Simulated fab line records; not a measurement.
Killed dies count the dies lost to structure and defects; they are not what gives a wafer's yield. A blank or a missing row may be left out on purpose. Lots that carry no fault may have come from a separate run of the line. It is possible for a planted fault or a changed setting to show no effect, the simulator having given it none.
Which of the tools did it? / flow n5-finfet / 24 lots with 72 wafers sampled at 6 steps, on a route of 1938 steps

## WHAT THE GAUGES READ, wafer by wafer
N5_BEOL_M4_CD_MEAS_35: target cd 18 nm, target cd y 22.4 nm.
lot=L074; measured=day 8 11:57; on=cd-sem-01; cd-nm (nm)=18.04 17.57 17.49
lot=L076; measured=day 8 19:47; on=cd-sem-01; cd-nm (nm)=17.72 17.36 17.61
lot=L075; measured=day 8 19:49; on=cd-sem-03; cd-nm (nm)=18.40 18.57 18.02
lot=L077; measured=day 9 02:41; on=cd-sem-02; cd-nm (nm)=17.45 17.91 18.21
lot=L078; measured=day 9 03:01; on=cd-sem-02; cd-nm (nm)=17.47 17.72 17.71
lot=L079; measured=day 9 11:17; on=cd-sem-01; cd-nm (nm)=18.34 18.24 18.42
lot=L080; measured=day 9 19:34; on=cd-sem-01; cd-nm (nm)=17.55 17.95 18.19
lot=L081; measured=day 10 05:28; on=cd-sem-03; cd-nm (nm)=18.08 17.95 18.08
lot=L083; measured=day 10 10:46; on=cd-sem-02; cd-nm (nm)=17.70 18.36 17.53
lot=L082; measured=day 10 13:04; on=cd-sem-01; cd-nm (nm)=17.91 18.56 18.06
lot=L084; measured=day 10 15:56; on=cd-sem-01; cd-nm (nm)=18.26 17.56 17.75
lot=L086; measured=day 10 21:01; on=cd-sem-02; cd-nm (nm)=17.82 18.10 17.20
lot=L087; measured=day 11 15:02; on=cd-sem-01; cd-nm (nm)=17.60 17.82 17.65
lot=L085; measured=day 11 19:23; on=cd-sem-02; cd-nm (nm)=18.54 17.99 18.37
lot=L088; measured=day 11 22:39; on=cd-sem-03; cd-nm (nm)=17.92 18.00 18.27
lot=L089; measured=day 12 01:25; on=cd-sem-01; cd-nm (nm)=18.05 18.26 17.98
lot=L090; measured=day 12 01:25; on=cd-sem-03; cd-nm (nm)=18.17 18.39 18.12
lot=L091; measured=day 12 03:00; on=cd-sem-03; cd-nm (nm)=18.29 17.71 18.07
lot=L092; measured=day 12 23:55; on=cd-sem-03; cd-nm (nm)=17.85 18.03 18.22
lot=L094; measured=day 13 06:37; on=cd-sem-02; cd-nm (nm)=18.08 18.23 17.91
lot=L093; measured=day 13 10:13; on=cd-sem-01; cd-nm (nm)=18.09 18.31 17.75
lot=L095; measured=day 13 15:42; on=cd-sem-01; cd-nm (nm)=18.12 18.22 17.95
lot=L097; measured=day 13 15:44; on=cd-sem-03; cd-nm (nm)=17.78 17.60 18.17
lot=L096; measured=day 14 00:02; on=cd-sem-03; cd-nm (nm)=17.61 17.81 17.91

N5_BEOL_M5_OVL_MEAS_12.
lot=L074; measured=day 8 18:19; on=overlay-01; M5_OVL (nm)=-2.0 0.1 0.1
lot=L076; measured=day 9 01:59; on=overlay-02; M5_OVL (nm)=0.3 0.3 0.2
lot=L075; measured=day 9 02:44; on=overlay-01; M5_OVL (nm)=-0.2 -0.3 0.2
lot=L077; measured=day 9 09:34; on=overlay-02; M5_OVL (nm)=-0.7 0.1 -0.9
lot=L078; measured=day 9 10:05; on=overlay-02; M5_OVL (nm)=-0.5 -0.3 -0.1
lot=L079; measured=day 9 19:53; on=overlay-01; M5_OVL (nm)=-0.2 0.4 0.2
lot=L080; measured=day 10 03:34; on=overlay-02; M5_OVL (nm)=0.5 1.4 1.0
lot=L081; measured=day 10 13:27; on=overlay-01; M5_OVL (nm)=0.8 -0.2 1.1
lot=L083; measured=day 10 17:21; on=overlay-01; M5_OVL (nm)=0.6 0.5 0.2
lot=L082; measured=day 10 20:13; on=overlay-02; M5_OVL (nm)=1.0 0.4 0.2
lot=L084; measured=day 11 01:21; on=overlay-01; M5_OVL (nm)=1.1 0.2 1.2
lot=L086; measured=day 11 05:17; on=overlay-01; M5_OVL (nm)=0.1 0.1 -0.3
lot=L087; measured=day 11 22:34; on=overlay-02; M5_OVL (nm)=-0.9 0.2 0.1
lot=L085; measured=day 12 02:09; on=overlay-02; M5_OVL (nm)=1.8 1.5 0.6
lot=L088; measured=day 12 05:21; on=overlay-02; M5_OVL (nm)=1.0 -0.4 1.1
lot=L089; measured=day 12 10:25; on=overlay-01; M5_OVL (nm)=1.3 -0.4 -0.2
lot=L090; measured=day 12 10:38; on=overlay-01; M5_OVL (nm)=-0.6 -0.7 -1.3
lot=L091; measured=day 12 13:22; on=overlay-02; M5_OVL (nm)=0.0 -1.4 0.0
lot=L092; measured=day 13 06:17; on=overlay-01; M5_OVL (nm)=-0.9 -0.9 -0.3
lot=L094; measured=day 13 14:02; on=overlay-02; M5_OVL (nm)=-0.3 1.1 1.0
lot=L093; measured=day 13 16:46; on=overlay-02; M5_OVL (nm)=0.1 0.5 -0.2
lot=L095; measured=day 14 00:19; on=overlay-01; M5_OVL (nm)=-0.6 -0.2 -0.5
lot=L097; measured=day 14 01:06; on=overlay-02; M5_OVL (nm)=-1.8 -0.6 -0.4
lot=L096; measured=day 14 10:55; on=overlay-02; M5_OVL (nm)=0.3 1.2 0.8

N5_BEOL_M5_INSPECT_13: inspects for defects (brightfield).
lot=L074; measured=day 8 18:22; on=defect-inspect-01; raw-defect-count=414 443 363
lot=L076; measured=day 9 02:03; on=defect-inspect-01; raw-defect-count=523 430 366
lot=L075; measured=day 9 02:47; on=defect-inspect-02; raw-defect-count=524 355 454
lot=L077; measured=day 9 09:37; on=defect-inspect-02; raw-defect-count=370 428 587
lot=L078; measured=day 9 10:08; on=defect-inspect-01; raw-defect-count=260 272 311
lot=L079; measured=day 9 19:56; on=defect-inspect-02; raw-defect-count=307 308 516
lot=L080; measured=day 10 03:37; on=defect-inspect-02; raw-defect-count=303 353 386
lot=L081; measured=day 10 13:30; on=defect-inspect-02; raw-defect-count=319 495 318
lot=L083; measured=day 10 17:25; on=defect-inspect-02; raw-defect-count=424 409 449
lot=L082; measured=day 10 20:16; on=defect-inspect-02; raw-defect-count=429 418 477
lot=L084; measured=day 11 01:24; on=defect-inspect-02; raw-defect-count=266 370 310
lot=L086; measured=day 11 05:20; on=defect-inspect-01; raw-defect-count=434 650 485
lot=L087; measured=day 11 22:36; on=defect-inspect-02; raw-defect-count=358 377 338
lot=L085; measured=day 12 02:11; on=defect-inspect-02; raw-defect-count=304 369 343
lot=L088; measured=day 12 05:25; on=defect-inspect-02; raw-defect-count=310 470 285
lot=L089; measured=day 12 10:29; on=defect-inspect-02; raw-defect-count=379 498 369
lot=L090; measured=day 12 10:41; on=defect-inspect-01; raw-defect-count=351 375 557
lot=L091; measured=day 12 13:25; on=defect-inspect-02; raw-defect-count=328 394 278
lot=L092; measured=day 13 06:20; on=defect-inspect-02; raw-defect-count=324 361 409
lot=L094; measured=day 13 14:05; on=defect-inspect-01; raw-defect-count=316 390 507
lot=L093; measured=day 13 16:49; on=defect-inspect-01; raw-defect-count=450 419 494
lot=L095; measured=day 14 00:22; on=defect-inspect-01; raw-defect-count=510 462 421
lot=L097; measured=day 14 01:08; on=defect-inspect-02; raw-defect-count=351 296 354
lot=L096; measured=day 14 10:58; on=defect-inspect-01; raw-defect-count=533 458 686

N5_BEOL_M5_OVL_MEAS_29.
lot=L074; measured=day 8 19:18; on=overlay-02; V4_OVL (nm)=0.8 0.1 -0.4
lot=L076; measured=day 9 02:57; on=overlay-02; V4_OVL (nm)=0.9 1.8 0.5
lot=L075; measured=day 9 05:05; on=overlay-01; V4_OVL (nm)=0.1 0.0 -0.4
lot=L077; measured=day 9 10:26; on=overlay-02; V4_OVL (nm)=0.2 -0.7 -0.2
lot=L078; measured=day 9 11:05; on=overlay-01; V4_OVL (nm)=0.4 0.8 0.5
lot=L079; measured=day 9 22:08; on=overlay-02; V4_OVL (nm)=0.9 0.2 0.9
lot=L080; measured=day 10 04:34; on=overlay-02; V4_OVL (nm)=-0.1 -0.8 0.0
lot=L081; measured=day 10 14:31; on=overlay-01; V4_OVL (nm)=0.5 -0.1 1.1
lot=L083; measured=day 10 18:43; on=overlay-02; V4_OVL (nm)=0.0 -0.1 -0.3
lot=L082; measured=day 11 00:21; on=overlay-02; V4_OVL (nm)=-0.5 -1.2 -0.8
lot=L084; measured=day 11 03:55; on=overlay-02; V4_OVL (nm)=-0.9 0.1 0.0
lot=L086; measured=day 11 07:01; on=overlay-01; V4_OVL (nm)=0.5 -0.5 0.3
lot=L087; measured=day 12 00:55; on=overlay-01; V4_OVL (nm)=-0.2 0.9 0.2
lot=L085; measured=day 12 04:18; on=overlay-02; V4_OVL (nm)=0.4 0.4 -0.2
lot=L088; measured=day 12 09:23; on=overlay-02; V4_OVL (nm)=-1.6 -0.6 -0.4
lot=L089; measured=day 12 11:32; on=overlay-01; V4_OVL (nm)=1.0 1.0 1.0
lot=L090; measured=day 12 12:01; on=overlay-02; V4_OVL (nm)=-1.4 -0.6 -0.2
lot=L091; measured=day 12 17:37; on=overlay-01; V4_OVL (nm)=0.9 1.4 1.2
lot=L092; measured=day 13 07:46; on=overlay-02; V4_OVL (nm)=0.2 0.3 0.2
lot=L094; measured=day 13 18:03; on=overlay-01; V4_OVL (nm)=-0.2 0.5 -0.8
lot=L093; measured=day 13 18:14; on=overlay-02; V4_OVL (nm)=-0.3 -0.8 -0.7
lot=L095; measured=day 14 03:38; on=overlay-02; V4_OVL (nm)=0.1 -0.8 -0.4
lot=L097; measured=day 14 03:28; on=overlay-02; V4_OVL (nm)=0.2 -0.3 0.2
lot=L096; measured=day 14 14:03; on=overlay-01; V4_OVL (nm)=-0.5 0.1 0.2

## WHAT TOOL EACH LOT RAN ON (gives the tool, then ch and the chambers of the sampled wafers, and finally the start)
lot=L074; N5_BEOL_M4_ANNEAL_49=pvd-sputter-01, day 8 13:11; N5_BEOL_M4_SPUTTER_94=pvd-sputter-01, day 8 14:39
lot=L076; N5_BEOL_M4_ANNEAL_49=pvd-sputter-02, day 8 20:54; N5_BEOL_M4_SPUTTER_94=pvd-sputter-02, day 8 22:22
lot=L075; N5_BEOL_M4_ANNEAL_49=pvd-sputter-03, day 8 21:17; N5_BEOL_M4_SPUTTER_94=pvd-sputter-03, day 8 22:44
lot=L077; N5_BEOL_M4_ANNEAL_49=pvd-sputter-01, day 9 03:32; N5_BEOL_M4_SPUTTER_94=pvd-sputter-01, day 9 04:59
lot=L078; N5_BEOL_M4_ANNEAL_49=pvd-sputter-03, day 9 03:48; N5_BEOL_M4_SPUTTER_94=pvd-sputter-03, day 9 05:16
lot=L079; N5_BEOL_M4_ANNEAL_49=pvd-sputter-01, day 9 12:43; N5_BEOL_M4_SPUTTER_94=pvd-sputter-01, day 9 14:10
lot=L080; N5_BEOL_M4_ANNEAL_49=pvd-sputter-01, day 9 20:37; N5_BEOL_M4_SPUTTER_94=pvd-sputter-01, day 9 22:04
lot=L081; N5_BEOL_M4_ANNEAL_49=pvd-sputter-03, day 10 06:31; N5_BEOL_M4_SPUTTER_94=pvd-sputter-03, day 10 07:58
lot=L083; N5_BEOL_M4_ANNEAL_49=pvd-sputter-02, day 10 11:58; N5_BEOL_M4_SPUTTER_94=pvd-sputter-02, day 10 13:25
lot=L082; N5_BEOL_M4_ANNEAL_49=pvd-sputter-02, day 10 14:43; N5_BEOL_M4_SPUTTER_94=pvd-sputter-02, day 10 16:11
lot=L084; N5_BEOL_M4_ANNEAL_49=pvd-sputter-03, day 10 17:22; N5_BEOL_M4_SPUTTER_94=pvd-sputter-03, day 10 18:49
lot=L086; N5_BEOL_M4_ANNEAL_49=pvd-sputter-01, day 10 22:16; N5_BEOL_M4_SPUTTER_94=pvd-sputter-01, day 10 23:51
lot=L087; N5_BEOL_M4_ANNEAL_49=pvd-sputter-03, day 11 16:20; N5_BEOL_M4_SPUTTER_94=pvd-sputter-03, day 11 17:47
lot=L085; N5_BEOL_M4_ANNEAL_49=pvd-sputter-03, day 11 20:21; N5_BEOL_M4_SPUTTER_94=pvd-sputter-03, day 11 21:49
lot=L088; N5_BEOL_M4_ANNEAL_49=pvd-sputter-02, day 11 23:26; N5_BEOL_M4_SPUTTER_94=pvd-sputter-02, day 12 00:54
lot=L089; N5_BEOL_M4_ANNEAL_49=pvd-sputter-01, day 12 02:40; N5_BEOL_M4_SPUTTER_94=pvd-sputter-01, day 12 04:08
lot=L090; N5_BEOL_M4_ANNEAL_49=pvd-sputter-02, day 12 02:43; N5_BEOL_M4_SPUTTER_94=pvd-sputter-02, day 12 04:11
lot=L091; N5_BEOL_M4_ANNEAL_49=pvd-sputter-01, day 12 05:20; N5_BEOL_M4_SPUTTER_94=pvd-sputter-01, day 12 09:14
lot=L092; N5_BEOL_M4_ANNEAL_49=pvd-sputter-02, day 13 00:46; N5_BEOL_M4_SPUTTER_94=pvd-sputter-02, day 13 02:14
lot=L094; N5_BEOL_M4_ANNEAL_49=pvd-sputter-03, day 13 08:33; N5_BEOL_M4_SPUTTER_94=pvd-sputter-03, day 13 10:01
lot=L093; N5_BEOL_M4_ANNEAL_49=pvd-sputter-03, day 13 11:26; N5_BEOL_M4_SPUTTER_94=pvd-sputter-03, day 13 12:53
lot=L095; N5_BEOL_M4_ANNEAL_49=pvd-sputter-02, day 13 17:23; N5_BEOL_M4_SPUTTER_94=pvd-sputter-02, day 13 18:51
lot=L097; N5_BEOL_M4_ANNEAL_49=pvd-sputter-03, day 13 18:22; N5_BEOL_M4_SPUTTER_94=pvd-sputter-03, day 13 19:50
lot=L096; N5_BEOL_M4_ANNEAL_49=pvd-sputter-01, day 14 01:28; N5_BEOL_M4_SPUTTER_94=pvd-sputter-01, day 14 02:55
- N5_BEOL_M4_ANNEAL_49: time 240 s.
- N5_BEOL_M4_SPUTTER_94: material Cu, target thk 4.5 nm, time 8.29 s.

## WHAT THE TOOLS THEMSELVES READ (means of the sampled wafers that have a number; where no wafer has one, the mark that the record gives instead)
N5_BEOL_M4_ANNEAL_49.
lot=L074; tool=pvd-sputter-01; heater-power-w (W)=760
lot=L076; tool=pvd-sputter-02; heater-power-w (W)=846
lot=L075; tool=pvd-sputter-03; heater-power-w (W)=851
lot=L077; tool=pvd-sputter-01; heater-power-w (W)=800
lot=L078; tool=pvd-sputter-03; heater-power-w (W)=791
lot=L079; tool=pvd-sputter-01; heater-power-w (W)=801
lot=L080; tool=pvd-sputter-01; heater-power-w (W)=793
lot=L081; tool=pvd-sputter-03; heater-power-w (W)=896
lot=L083; tool=pvd-sputter-02; heater-power-w (W)=842
lot=L082; tool=pvd-sputter-02; heater-power-w (W)=879
lot=L084; tool=pvd-sputter-03; heater-power-w (W)=808
lot=L086; tool=pvd-sputter-01; heater-power-w (W)=802
lot=L087; tool=pvd-sputter-03; heater-power-w (W)=838
lot=L085; tool=pvd-sputter-03; heater-power-w (W)=832
lot=L088; tool=pvd-sputter-02; heater-power-w (W)=857
lot=L089; tool=pvd-sputter-01; heater-power-w (W)=781
lot=L090; tool=pvd-sputter-02; heater-power-w (W)=882
lot=L091; tool=pvd-sputter-01; heater-power-w (W)=830
lot=L092; tool=pvd-sputter-02; heater-power-w (W)=776
lot=L094; tool=pvd-sputter-03; heater-power-w (W)=814
lot=L093; tool=pvd-sputter-03; heater-power-w (W)=798
lot=L095; tool=pvd-sputter-02; heater-power-w (W)=886
lot=L097; tool=pvd-sputter-03; heater-power-w (W)=855
lot=L096; tool=pvd-sputter-01; heater-power-w (W)=798

N5_BEOL_M4_SPUTTER_94.
lot=L074; tool=pvd-sputter-01; throttle-valve-pct (%)=30.2
lot=L076; tool=pvd-sputter-02; throttle-valve-pct (%)=30.8
lot=L075; tool=pvd-sputter-03; throttle-valve-pct (%)=29.9
lot=L077; tool=pvd-sputter-01; throttle-valve-pct (%)=29.6
lot=L078; tool=pvd-sputter-03; throttle-valve-pct (%)=28.6
lot=L079; tool=pvd-sputter-01; throttle-valve-pct (%)=29.7
lot=L080; tool=pvd-sputter-01; throttle-valve-pct (%)=30.2
lot=L081; tool=pvd-sputter-03; throttle-valve-pct (%)=31.0
lot=L083; tool=pvd-sputter-02; throttle-valve-pct (%)=30.1
lot=L082; tool=pvd-sputter-02; throttle-valve-pct (%)=30.3
lot=L084; tool=pvd-sputter-03; throttle-valve-pct (%)=29.1
lot=L086; tool=pvd-sputter-01; throttle-valve-pct (%)=29.5
lot=L087; tool=pvd-sputter-03; throttle-valve-pct (%)=30.1
lot=L085; tool=pvd-sputter-03; throttle-valve-pct (%)=29.5
lot=L088; tool=pvd-sputter-02; throttle-valve-pct (%)=30.7
lot=L089; tool=pvd-sputter-01; throttle-valve-pct (%)=29.9
lot=L090; tool=pvd-sputter-02; throttle-valve-pct (%)=31.3
lot=L091; tool=pvd-sputter-01; throttle-valve-pct (%)=29.4
lot=L092; tool=pvd-sputter-02; throttle-valve-pct (%)=31.1
lot=L094; tool=pvd-sputter-03; throttle-valve-pct (%)=29.7
lot=L093; tool=pvd-sputter-03; throttle-valve-pct (%)=29.0
lot=L095; tool=pvd-sputter-02; throttle-valve-pct (%)=30.8
lot=L097; tool=pvd-sputter-03; throttle-valve-pct (%)=30.1
lot=L096; tool=pvd-sputter-01; throttle-valve-pct (%)=29.6

## THE ANSWER, worked out from the rows above alone
Rule: what is usual is taken from the lots themselves. The widest of any qualifying gaps counts: lots, ordered by their means at a reading, are off when they make up no more than a third of the lots, leave a main group of 4 or more, and stand apart from it by 3 or more times the standard deviation of that group's means. A main group is skipped when, at the precision printed for the reading in the tables above, its means are all equal. Also off: a lot with no number at a reading for which 4 or more lots have one. Any other lot the step has rows for is counted as sound. Order of review: gauges by route order, followed by the tools' own readings, for which a lot's mean as printed above is used. The first step at which some lot is off is used, and at that step the reading that is off furthest; a lot without a number counts as furthest.
Across all readings shown, no lot is off: no conclusion can be drawn from this.

## WHAT THE SIMULATOR HAD PUT IN
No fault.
